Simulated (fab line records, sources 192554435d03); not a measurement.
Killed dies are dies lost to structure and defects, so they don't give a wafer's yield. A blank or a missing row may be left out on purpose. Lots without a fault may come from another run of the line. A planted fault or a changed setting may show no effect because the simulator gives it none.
fab line records | flow n5_finfet
record lots=24 wafers=72 last_day=19
route steps=1938 shown GATE_CUT@491 MOL_CONTACT_COAG@526
lots that met no fault: from a run of the same line without faults
start_h: hours from the record's first day to the start of the lot's first wafer shown | wait_h: hours since the lot's step before | " the same as in the row above | L1.1+2: a row that stands for several wafers | - no value, or no start given | * or withheld: withheld | < > ~ a bound
route shown NAME@n: a module of which the file shows steps, and the number in the route of the first | usual: mean/standard deviation of fault-free wafers | same: alike in all rows | chamber/n: place in a boat | sites: the reading at each site | _std_site: their standard deviation | _edge_site: outer sites' mean less inner sites' | radius_mm: how far each site lies from the wafer's centre | mask NAME#n: copy n | behind: the tool/chamber that last shaped the wafer | hold: why the lot was held/for how many hours/how that ended | device: the transistor (n, p or np) that didn't switch | end of line: the same wafers' tests at the end of the route | a step without rows: its recipe alone | killed: dies lost to structure and defects at the first sort, not the wafer's yield | map: a wafer's dies, x killed, . not, _ none there
set.NAME: the setting as run; set.NAME@STEP: as run at that earlier step | model.NAME: the simulator's own value behind a step, which no gauge read
steps of the route over a sample of lots; a table a step, a row a wafer
services: from which hour (start_h, from the record's first day; less than 0 if before it) a tool's chamber was out of use, for how many hours, and why
## steps
# step N5_GATE_CUT_ETCH_28
# recipe chemistry=N2/H2 target=underlayer target_depth_a=130 mask_material=CAR-EUV time_s=10.4 ion_energy_ev=200 pressure_mtorr=30 source_w=840 bias_w=150 n2_flow_sccm=200 h2_flow_sccm=200 ends=cleared
# usual drypump_motor_current_A=5.8/0.5 etch_rf_on_time_s=10.32/0.21 oes_product_au=0.69/0.079 rf_vpp_V=524.2/2.3 showerhead_plenum_p_Torr=2.56/0.082 throttle_valve_pct=17.74/0.29
# columns lot.wafer tool chamber start_h wait_h drypump_motor_current_A etch_rf_on_time_s oes_product_au rf_hours_counter_h rf_vpp_V showerhead_plenum_p_Torr throttle_valve_pct
L074.2 rie_diel-03 2 82.84 0.0 5.8 10.40 0.66 114 525.8 2.57 17.69
L074.3 " 3 " " 6.7 10.33 0.59 242 524.8 2.61 17.84
L074.6 " 0 " " 4.9 10.48 0.70 - 524.2 2.56 17.53
L075.1 rie_diel-03 3 90.28 0.0 6.7 10.28 0.59 244 528.1 2.61 17.84
L075.2 " 1 " " 6.1 10.56 0.64 144 527.2 2.65 18.25
L075.5 " 0 " " 4.9 10.42 0.69 - 524.9 2.55 17.53
L076.2 rie_diel-02 3 96.30 0.0 6.2 10.44 0.61 192 520.9 2.43 18.08
L076.5 " 1 " " 5.2 10.49 0.62 - 520.6 2.42 18.15
L076.6 " 2 " " 6.4 10.84 0.59 - 523.9 2.50 18.15
L077.1 rie_diel-02 2 102.55 0.0 6.4 10.93 0.58 232 523.5 2.50 18.14
L077.5 " 0 " " 5.6 10.50 0.58 - 522.8 2.49 17.94
L077.6 " 1 " " 5.2 10.51 0.61 - 520.5 2.42 18.15
L078.1 rie_diel-01 2 106.32 0.0 5.7 10.44 0.77 15 526.6 2.62 17.75
L078.3 " 0 " " 6.5 10.34 0.73 79 523.9 2.57 17.59
L078.6 " 0 " " 6.6 10.37 0.72 - 524.9 2.57 17.60
L079.3 rie_diel-03 2 115.14 0.0 5.8 10.34 0.65 124 523.8 2.56 17.72
L079.4 " 1 " " 6.0 10.32 0.64 - 525.7 2.65 18.25
L079.6 " 2 " " 5.8 10.37 0.65 - 524.9 2.56 17.72
L080.3 rie_diel-01 2 119.24 0.0 5.7 10.27 0.77 19 524.0 2.62 17.76
L080.4 " 0 " " 6.5 10.32 0.72 83 524.1 2.57 17.59
L080.5 " 0 " " 6.5 10.19 0.72 - 523.8 2.57 17.59
L081.2 rie_diel-01 2 127.22 0.0 5.7 10.29 0.76 22 524.2 2.62 17.77
L081.4 " 3 " " 5.4 10.12 0.60 239 522.8 2.49 17.68
L081.5 " 1 " " 5.8 9.93 0.82 - 526.8 2.71 17.31
L082.1 rie_diel-03 1 134.05 0.0 6.0 10.40 0.63 157 527.7 2.64 18.27
L082.2 " 2 " " 5.8 10.34 0.65 130 522.9 2.56 17.72
L082.5 " 2 " " 5.8 10.22 0.65 - 522.8 2.56 17.71
L083.3 rie_diel-03 2 135.77 0.0 5.8 10.27 0.64 131 524.9 2.56 17.72
L083.5 " 1 " " 6.0 10.42 0.64 - 527.5 2.64 18.26
L083.6 " 0 " " 4.9 10.36 0.68 - 523.9 2.55 17.56
L084.2 rie_diel-02 3 147.31 0.0 6.2 10.56 0.60 210 519.7 2.42 18.10
L084.4 " 1 " " 5.2 10.59 0.60 208 518.6 2.42 18.18
L084.6 " 0 " " 5.6 10.04 0.82 - 522.0 2.49 17.56
L085.3 rie_diel-01 3 151.21 0.0 5.3 10.17 0.59 245 523.3 2.49 17.68
L085.4 " 2 " " 5.7 10.42 0.74 29 525.0 2.62 17.77
L085.5 " 3 " " 5.4 10.13 0.59 - 522.7 2.49 17.69
L087.1 rie_diel-02 2 183.99 0.0 6.4 10.19 0.84 2 523.6 2.49 17.76
L087.2 " 0 " " 5.6 10.01 0.80 18 520.9 2.49 17.59
L087.3 " 3 " " 6.2 10.45 0.59 222 520.0 2.42 18.11
L086.3 rie_diel-01 2 187.45 0.0 5.7 10.50 0.72 42 524.7 2.61 17.82
L086.4 " 0 " " 6.5 10.35 0.70 - 524.5 2.56 17.63
L086.6 " 2 " " 5.7 10.48 0.72 - 525.4 2.61 17.78
L088.1 rie_diel-01 2 189.47 0.0 5.7 10.52 0.72 44 524.1 2.61 17.79
L088.4 " 1 " " 5.8 10.20 0.77 - 527.9 2.70 17.36
L088.6 " 2 " " 5.7 10.55 0.72 - 525.9 2.61 17.79
L089.1 rie_diel-02 1 191.22 0.0 5.2 10.45 0.59 222 519.1 2.41 18.19
L089.2 " 0 " " 5.6 9.98 0.80 20 523.4 2.48 17.58
L089.3 " 2 " " 6.4 10.21 0.83 4 522.3 2.49 17.76
L090.3 rie_diel-01 2 191.62 0.0 5.7 10.31 0.74 44 526.1 2.61 17.81
L090.4 " 1 " " 5.8 9.90 0.77 38 529.2 2.70 17.37
L090.6 " 0 " " 6.5 10.27 0.70 - 524.7 2.56 17.62
L093.1 rie_diel-01 0 217.33 0.0 6.5 10.39 0.69 115 524.0 2.56 17.64
L093.5 " 2 " " 5.8 10.31 0.72 - 523.7 2.61 17.80
L093.6 " 1 " " 5.8 9.96 0.76 - 528.2 2.69 17.37
L091.2 rie_diel-02 0 221.12 0.0 5.6 10.12 0.78 27 521.0 2.48 17.60
L091.4 " 3 " " 6.2 10.63 0.58 230 519.4 2.42 18.14
L091.6 " 0 " " 5.6 10.10 0.78 - 523.6 2.48 17.60
L094.2 rie_diel-01 1 224.14 0.0 5.8 10.06 0.75 48 528.1 2.69 17.38
L094.3 " 3 " " 5.4 10.12 0.81 9 522.4 2.48 17.20
L094.6 " 2 " " 5.7 10.32 0.72 - 523.7 2.60 17.82
L095.2 rie_diel-03 1 226.81 0.0 6.1 10.45 0.62 184 526.0 2.63 18.32
L095.3 " 0 " " 4.9 10.51 0.66 152 524.6 2.54 17.60
L095.4 " 2 " " 5.8 10.46 0.62 155 522.6 2.55 17.76
L092.4 rie_diel-01 0 227.04 0.0 6.4 10.50 0.69 118 524.1 2.56 17.64
L092.5 " 3 " " 5.4 10.11 0.81 - 521.7 2.48 17.22
L092.6 " 2 " " 5.7 10.36 0.71 - 525.2 2.60 17.82
L096.1 rie_diel-01 2 228.13 0.0 5.7 10.40 0.72 56 525.5 2.60 17.80
L096.3 " 0 " " 6.4 10.42 0.69 118 524.1 2.56 17.65
L096.5 " 3 " " 5.4 10.15 0.80 - 522.8 2.48 17.21
L097.1 rie_diel-03 2 235.11 0.0 5.8 10.43 0.62 159 523.2 2.55 17.78
L097.2 " 0 " " 4.9 10.27 0.66 155 525.5 2.53 17.62
L097.3 " 1 " " 6.1 10.48 0.61 187 526.3 2.63 18.31
# step N5_GATE_CUT_CMP_23
# recipe stop_on=SiO2 t_overpolish_s=23.4 post_cmp_clean=alkaline_brush down_force_psi=2.5 platen_rpm=51.8 pad_velocity_m_s=1.0307 target_thk_nm=16
# usual motor_current_A=8.9/0.77 overpolish_run_s=23.400/0.0083 time_to_endpoint_s=20.1/1.9
# columns lot.wafer tool chamber start_h wait_h motor_current_A overpolish_run_s time_to_endpoint_s
L074.3 cmp-01 2 85.29 0.8 8.3 23.391 18.2
L074.2 " 0 " " 7.6 23.389 17.3
L074.6 " 3 " " 9.4 23.396 17.5
L075.2 cmp-03 1 93.14 0.8 10.4 23.396 22.7
L075.1 " 2 " " 8.3 23.399 20.2
L075.5 " 2 " " 7.9 23.401 20.5
L076.2 cmp-03 2 98.67 0.8 8.3 23.400 21.0
L076.5 " 0 " " 9.3 23.394 19.2
L076.6 " 1 " " 10.2 23.395 17.4
L077.1 cmp-02 0 105.55 0.8 9.9 23.419 17.0
L077.6 " 0 " " 9.5 23.404 15.9
L077.5 " 1 " " 8.5 23.383 16.9
L078.1 cmp-03 2 108.61 0.8 8.5 23.399 21.2
L078.3 " 3 " " 8.4 23.397 18.4
L078.6 " 2 " " 8.1 23.392 19.8
L079.4 cmp-01 2 117.48 0.8 8.2 23.391 19.3
L079.3 " 0 " " 7.8 23.407 22.1
L079.6 " 2 " " 8.0 23.406 21.0
L080.4 cmp-01 0 121.55 0.8 7.8 23.410 19.2
L080.3 " 1 " " 8.8 23.393 21.3
L080.5 " 0 " " 8.0 23.414 18.7
L081.4 cmp-01 1 129.51 0.0 9.0 23.392 21.5
L081.2 " 2 " " 7.9 23.398 18.7
L081.5 " 2 " " 7.8 23.396 20.2
L082.2 cmp-02 3 136.46 0.8 8.8 23.404 23.2
L082.1 " 2 " " 9.5 23.393 19.5
L082.5 " 0 " " 9.5 23.402 19.0
L083.3 cmp-01 0 138.14 0.8 7.8 23.396 21.0
L083.6 " 2 " " 7.8 23.392 21.5
L083.5 " 3 " " 9.6 23.398 22.7
L084.4 cmp-01 0 149.60 0.8 7.8 23.396 20.0
L084.2 " 3 " " 9.0 23.407 21.6
L084.6 " 0 " " 8.0 23.403 20.6
L085.3 cmp-03 0 153.54 0.8 9.5 23.391 20.8
L085.4 " 1 " " 10.4 23.399 18.7
L085.5 " 3 " " 8.7 23.406 18.9
L087.1 cmp-01 2 186.32 0.8 8.2 23.394 18.7
L087.2 " 3 " " 9.6 23.399 20.4
L087.3 " 0 " " 7.2 23.404 17.6
L086.3 cmp-02 1 191.79 0.8 8.3 23.404 18.9
L086.4 " 3 " " 8.5 23.396 21.1
L086.6 " 2 " " 8.8 23.408 23.0
L088.1 cmp-02 1 192.24 0.8 8.3 23.407 18.5
L088.4 " 2 " " 9.2 23.403 21.7
L088.6 " 1 " " 8.1 23.412 18.7
L089.3 cmp-03 3 193.52 0.8 8.4 23.418 17.4
L089.1 " 0 " " 9.0 23.408 21.5
L089.2 " 2 " " 8.6 23.383 19.5
L090.4 cmp-01 0 193.91 0.8 7.8 23.407 18.5
L090.3 " 2 " " 8.1 23.394 17.7
L090.6 " 1 " " 8.7 23.395 19.8
L093.1 cmp-03 3 221.78 0.9 8.2 23.402 21.3
L093.6 " 0 " " 9.2 23.393 22.8
L093.5 " 1 " " 10.2 23.406 22.8
L091.4 cmp-03 3 223.54 0.9 8.7 23.404 22.3
L091.2 " 2 " " 8.2 23.388 20.4
L091.6 " 3 " " 8.4 23.404 22.6
L094.2 cmp-03 3 227.05 0.8 8.4 23.406 21.0
L094.3 " 2 " " 8.7 23.403 23.0
L094.6 " 0 " " 9.4 23.411 22.1
L095.3 cmp-02 0 229.10 0.8 10.0 23.398 18.7
L095.2 " 1 " " 8.4 23.413 21.2
L095.4 " 2 " " 9.5 23.403 19.2
L092.4 cmp-02 0 230.42 1.4 9.6 23.412 18.6
L092.6 " 1 " " 8.6 23.392 18.3
L092.5 " 2 " " 8.9 23.403 19.5
L096.1 cmp-03 0 232.19 2.2 8.9 23.396 19.1
L096.3 " 1 " " 10.5 23.402 21.3
L096.5 " 0 " " 9.5 23.408 19.4
L097.1 cmp-02 3 237.44 0.8 8.7 23.399 23.1
L097.2 " 0 " " 10.1 23.424 16.5
L097.3 " 1 " " 8.3 23.389 18.6
# step N5_GATE_CUT_INSPECT_26
# recipe inspect_instrument=darkfield mode=post_cmp
# usual raw_defect_count=45/20
# columns lot.wafer tool chamber start_h wait_h raw_defect_count
L074.2 defect_inspect-02 - 86.32 0.0 57
L074.3 " - " " 39
L074.6 " - " " 37
L075.1 defect_inspect-01 - 94.17 0.0 59
L075.2 " - " " 55
L075.5 " - " " 57
L076.2 defect_inspect-01 - 99.62 0.0 65
L076.5 " - " " 51
L076.6 " - " " 58
L077.1 defect_inspect-01 - 106.58 0.0 42
L077.5 " - " " 55
L077.6 " - " " 32
L078.1 defect_inspect-01 - 109.65 0.0 33
L078.3 " - " " 29
L078.6 " - " " 27
L079.3 defect_inspect-01 - 118.51 0.0 137
L079.4 " - " " 66
L079.6 " - " " 56
L080.3 defect_inspect-01 - 122.59 0.0 35
L080.4 " - " " 49
L080.5 " - " " 40
L081.2 defect_inspect-01 - 130.55 0.0 24
L081.4 " - " " 28
L081.5 " - " " 20
L082.1 defect_inspect-01 - 137.50 0.0 112
L082.2 " - " " 72
L082.5 " - " " 62
L083.3 defect_inspect-01 - 139.10 0.0 35
L083.5 " - " " 44
L083.6 " - " " 19
L084.2 defect_inspect-01 - 150.64 0.0 13
L084.4 " - " " 19
L084.6 " - " " 14
L085.3 defect_inspect-01 - 154.54 0.0 42
L085.4 " - " " 53
L085.5 " - " " 48
L087.1 defect_inspect-02 - 187.32 0.0 49
L087.2 " - " " 52
L087.3 " - " " 33
L086.3 defect_inspect-01 - 192.84 0.0 70
L086.4 " - " " 32
L086.6 " - " " 32
L088.1 defect_inspect-02 - 193.27 0.0 75
L088.4 " - " " 60
L088.6 " - " " 88
L089.1 defect_inspect-01 - 194.55 0.0 31
L089.2 " - " " 32
L089.3 " - " " 44
L090.3 defect_inspect-01 - 195.08 0.0 25
L090.4 " - " " 37
L090.6 " - " " 12
L093.1 defect_inspect-02 - 222.70 0.0 63
L093.5 " - " " 59
L093.6 " - " " 38
L091.2 defect_inspect-01 - 224.58 0.0 50
L091.4 " - " " 35
L091.6 " - " " 35
L094.2 defect_inspect-01 - 228.09 0.0 62
L094.3 " - " " 65
L094.6 " - " " 46
L095.2 defect_inspect-02 - 230.14 0.0 41
L095.3 " - " " 24
L095.4 " - " " 66
L092.4 defect_inspect-01 - 232.39 0.0 69
L092.5 " - " " 64
L092.6 " - " " 34
L096.1 defect_inspect-01 - 233.22 0.0 62
L096.3 " - " " 40
L096.5 " - " " 44
L097.1 defect_inspect-02 - 238.48 0.0 55
L097.2 " - " " 72
L097.3 " - " " 39
# step N5_MOL_CONTACT_COAG_CD_MEAS_08
# recipe target_cd_nm=28 landing_energy_ev=500 detector=se_inlens polarity=opening
# usual cd_nm=28.01/0.24
# columns lot.wafer tool chamber start_h wait_h cd_nm
L074.2 cd_sem-01 0 86.62 - 27.60
L074.3 " 0 " " 27.79
L074.6 " 0 " " 28.09
L075.1 cd_sem-03 0 94.60 - 28.22
L075.2 " 0 " " 27.77
L075.5 " 0 " " 27.94
L076.2 cd_sem-03 0 99.92 - 28.37
L076.5 " 0 " " 27.99
L076.6 " 0 " " 28.21
L077.1 cd_sem-03 0 106.88 - 28.02
L077.5 " 0 " " 27.58
L077.6 " 0 " " 28.31
L078.1 cd_sem-03 0 110.07 - 28.11
L078.3 " 0 " " 27.32
L078.6 " 0 " " 27.83
L079.3 cd_sem-02 0 118.81 - 27.73
L079.4 " 0 " " 27.95
L079.6 " 0 " " 27.45
L080.3 cd_sem-01 0 122.89 - 27.92
L080.4 " 0 " " 27.92
L080.5 " 0 " " 28.04
L081.2 cd_sem-02 0 130.85 - 27.89
L081.4 " 0 " " 27.54
L081.5 " 0 " " 28.13
L082.1 cd_sem-02 0 137.92 - 27.79
L082.2 " 0 " " 28.26
L082.5 " 0 " " 28.29
L083.3 cd_sem-03 0 139.40 - 28.03
L083.5 " 0 " " 28.17
L083.6 " 0 " " 28.13
L084.2 cd_sem-03 0 151.07 - 28.14
L084.4 " 0 " " 28.23
L084.6 " 0 " " 28.40
L085.3 cd_sem-02 0 154.96 - 27.65
L085.4 " 0 " " 27.79
L085.5 " 0 " " 27.59
L087.1 cd_sem-01 0 187.62 - 27.92
L087.2 " 0 " " 28.23
L087.3 " 0 " " 27.97
L086.3 cd_sem-03 0 193.26 - 28.33
L086.4 " 0 " " 28.19
L086.6 " 0 " " 28.50
L088.1 cd_sem-02 0 193.70 - 27.89
L088.4 " 0 " " 27.98
L088.6 " 0 " " 28.20
L089.1 cd_sem-02 0 194.98 - 27.85
L089.2 " 0 " " 27.99
L089.3 " 0 " " 27.62
L090.3 cd_sem-02 0 195.38 - 27.97
L090.4 " 0 " " 28.20
L090.6 " 0 " " 28.07
L093.1 cd_sem-01 0 223.00 - 28.09
L093.5 " 0 " " 27.95
L093.6 " 0 " " 27.88
L091.2 cd_sem-02 0 225.00 - 28.18
L091.4 " 0 " " 28.37
L091.6 " 0 " " 27.54
L094.2 cd_sem-01 0 228.41 - 28.19
L094.3 " 0 " " 27.76
L094.6 " 0 " " 28.29
L095.2 cd_sem-02 0 230.56 - 28.14
L095.3 " 0 " " 27.70
L095.4 " 0 " " 28.00
L092.4 cd_sem-02 0 232.69 - 28.14
L092.5 " 0 " " 28.28
L092.6 " 0 " " 28.15
L096.1 cd_sem-03 0 233.52 - 28.28
L096.3 " 0 " " 27.80
L096.5 " 0 " " 28.30
L097.1 cd_sem-03 0 238.78 - 27.91
L097.2 " 0 " " 27.90
L097.3 " 0 " " 27.62
# step N5_MOL_CONTACT_COAG_ALD_20
# recipe material=TiN target_thk_a=15 temp_c=400 ald_precursor_family=TiCl4 ald_co_reactant=NH3 pulse_time_s=1 purge_time_s=3 co_reactant_purge_time_s=2 co_reactant_pulse_time_s=2 ald_cycles=68 pressure_torr=3
# usual heater_power_w=874/96 precursor_pulse_height_rel=0.999/0.021
# columns lot.wafer tool chamber start_h wait_h heater_power_w precursor_pulse_height_rel since_wet_clean_h
L074.2 ald_metal-02 0 88.82 0.1 1099 0.962 4367
L074.3 " 3 " " 847 0.986 4367
L074.6 " 0 " " 1094 1.022 -
L075.1 ald_metal-02 1 96.39 0.1 882 0.974 4375
L075.2 " 2 " " 809 1.028 4375
L075.5 " 3 " " 839 1.017 -
L076.2 ald_metal-02 3 101.36 0.1 866 1.010 4380
L076.5 " 0 " " 1075 1.027 -
L076.6 " 1 " " 871 0.987 -
L077.1 ald_metal-04 0 108.63 0.1 889 1.003 2848
L077.5 " 0 " " 865 1.005 -
L077.6 " 3 " " 814 1.000 -
L078.1 ald_metal-01 3 111.28 0.1 900 0.970 5928
L078.3 " 0 " " 945 0.980 5928
L078.6 " 1 " " 705 1.008 -
L079.3 ald_metal-02 1 120.15 0.1 874 0.975 4398
L079.4 " 3 " " 831 0.990 4398
L079.6 " 1 " " 865 0.991 -
L080.3 ald_metal-02 1 125.73 0.1 891 0.991 4404
L080.4 " 2 " " 784 0.989 4404
L080.5 " 0 " " 1082 1.009 -
L081.2 ald_metal-01 3 132.45 0.1 885 0.975 5949
L081.4 " 2 " " 861 0.987 5949
L081.5 " 0 " " 980 0.978 -
L082.1 ald_metal-04 0 139.50 0.1 871 0.973 2879
L082.2 " 3 " " 834 0.975 2879
L082.5 " 0 " " 859 1.018 -
L083.3 ald_metal-02 2 140.88 0.1 794 0.994 4419
L083.5 " 2 " " 779 0.996 -
L083.6 " 1 " " 865 1.024 -
L084.2 ald_metal-04 2 152.78 0.1 874 1.014 2893
L084.4 " 0 " " 865 0.999 2893
L084.6 " 2 " " 917 0.993 -
L085.3 ald_metal-04 0 156.10 0.1 875 1.006 2896
L085.4 " 3 " " 820 0.972 2896
L085.5 " 1 " " 960 0.999 -
L087.1 ald_metal-02 1 189.23 0.1 877 0.977 4468
L087.2 " 0 " " 1070 1.048 4468
L087.3 " 2 " " 766 0.998 4468
L086.3 ald_metal-02 3 196.42 0.1 822 1.000 4475
L086.4 " 1 " " 886 0.989 -
L086.6 " 2 " " 760 0.979 -
L088.1 ald_metal-04 3 196.68 0.1 808 0.999 2937
L088.4 " 1 " " 948 1.001 2937
L088.6 " 3 " " 806 0.986 -
L089.1 ald_metal-01 0 196.78 0.1 952 1.020 6014
L089.2 " 3 " " 911 0.991 6014
L089.3 " 2 " " 858 1.014 6014
L090.3 ald_metal-02 2 196.88 0.1 798 0.998 4475
L090.4 " 1 " " 883 1.028 -
L090.6 " 3 " " 840 1.007 -
L093.1 ald_metal-02 1 224.20 0.1 862 1.011 4503
L093.5 " 1 " " 865 0.999 -
L093.6 " 2 " " 781 1.014 -
L091.2 ald_metal-04 1 226.18 0.1 961 0.984 2966
L091.4 " 3 " " 805 0.976 2966
L091.6 " 3 " " 804 1.006 -
L094.2 ald_metal-04 2 230.03 0.1 893 0.989 2970
L094.3 " 3 " " 793 1.020 2970
L094.6 " 3 " " 794 1.038 -
L095.2 ald_metal-01 1 231.65 0.1 686 1.001 6048
L095.3 " 2 " " 861 1.006 6048
L095.4 " 0 " " 958 0.991 6048
L092.4 ald_metal-02 2 233.78 0.1 767 0.993 4512
L092.5 " 2 " " 783 0.966 -
L092.6 " 1 " " 877 0.992 -
L096.1 ald_metal-01 1 234.68 0.1 679 0.965 6052
L096.3 " 2 " " 856 1.030 6052
L096.5 " 1 " " 678 1.009 -
L097.1 ald_metal-04 1 239.94 0.1 920 1.029 2980
L097.2 " 3 " " 796 0.988 2980
L097.3 " 2 " " 916 1.037 2980
# step N5_MOL_CONTACT_COAG_PRE_CLEAN_141
# recipe gas=H2/He time_s=60 temp_c=300
# usual heater_power_w=466/45
# columns lot.wafer tool chamber start_h wait_h heater_power_w
L074.2 pvd_sputter-03 - 89.64 0.4 541
L074.3 " - " " 404
L074.6 " - " " 408
L075.1 pvd_sputter-03 - 97.76 1.0 419
L075.2 " - " " 472
L075.5 " - " " 410
L076.2 pvd_sputter-03 - 102.14 0.3 537
L076.5 " - " " 536
L076.6 " - " " 418
L077.1 pvd_sputter-03 - 110.22 1.2 415
L077.5 " - " " 410
L077.6 " - " " 462
L078.1 pvd_sputter-01 - 114.19 2.4 469
L078.3 " - " " 394
L078.6 " - " " 489
L079.3 pvd_sputter-01 - 121.09 0.5 387
L079.4 " - " " 487
L079.6 " - " " 475
L080.3 pvd_sputter-03 - 128.67 2.5 411
L080.4 " - " " 464
L080.5 " - " " 477
L081.2 pvd_sputter-01 - 135.36 2.4 399
L081.4 " - " " 478
L081.5 " - " " 470
L082.1 pvd_sputter-02 - 140.18 0.3 452
L082.2 " - " " 513
L082.5 " - " " 465
L083.3 pvd_sputter-03 - 141.80 0.5 459
L083.5 " - " " 548
L083.6 " - " " 417
L084.2 pvd_sputter-01 - 155.88 2.4 399
L084.4 " - " " 518
L084.6 " - " " 526
L085.3 pvd_sputter-03 - 157.34 0.8 539
L085.4 " - " " 466
L085.5 " - " " 412
L087.1 pvd_sputter-03 - 192.37 2.5 420
L087.2 " - " " 414
L087.3 " - " " 463
L086.3 pvd_sputter-02 - 197.52 0.5 456
L086.4 " - " " 449
L086.6 " - " " 505
L088.1 pvd_sputter-01 - 197.96 0.9 518
L088.4 " - " " 482
L088.6 " - " " 526
L089.1 pvd_sputter-02 - 198.32 1.1 445
L089.2 " - " " 525
L089.3 " - " " 457
L090.3 pvd_sputter-03 - 198.85 1.5 522
L090.4 " - " " 417
L090.6 " - " " 526
L093.1 pvd_sputter-01 - 225.14 0.5 524
L093.5 " - " " 488
L093.6 " - " " 393
L091.2 pvd_sputter-01 - 227.72 1.0 483
L091.4 " - " " 477
L091.6 " - " " 486
L094.2 pvd_sputter-02 - 230.68 0.2 460
L094.3 " - " " 515
L094.6 " - " " 517
L095.2 pvd_sputter-02 - 232.31 0.2 460
L095.3 " - " " 435
L095.4 " - " " 452
L092.4 pvd_sputter-02 - 234.40 0.1 447
L092.5 " - " " 468
L092.6 " - " " 454
L096.1 pvd_sputter-03 - 235.27 0.2 403
L096.3 " - " " 531
L096.5 " - " " 474
L097.1 pvd_sputter-01 - 242.09 1.7 481
L097.2 " - " " 395
L097.3 " - " " 496
## services
# columns tool chamber start_h hours kind
cmp-03 - 70.74 0.8 repair
rie_diel-01 1 74.60 31.8 repair
cmp-03 - 76.17 0.2 repair
ald_metal-01 - 77.76 0.9 repair
cmp-01 - 80.08 0.5 repair
cmp-01 - 117.11 0.3 repair
cmp-01 - 133.97 1.9 repair
cmp-03 - 143.80 6.4 pm
cmp-03 - 153.79 1.2 repair
rie_diel-03 2 170.50 10.6 repair
cmp-01 - 170.58 1.5 repair
cmp-02 - 185.74 1.9 repair
rie_diel-02 - 186.52 0.8 repair
pvd_sputter-02 - 189.66 6.6 repair
ald_metal-02 0 194.64 2.9 repair
cmp-03 - 201.22 11.4 pm
ald_metal-01 - 205.13 8.7 pm
rie_diel-01 3 216.72 5.4 repair
cmp-03 - 224.16 0.9 repair
rie_diel-02 - 226.79 14.6 pm
cmp-01 - 229.23 4.0 pm
ald_metal-01 3 234.58 3.0 repair
cmp-01 - 235.47 5.8 pm
cmp-02 - 240.69 4.6 pm
## key
fault none
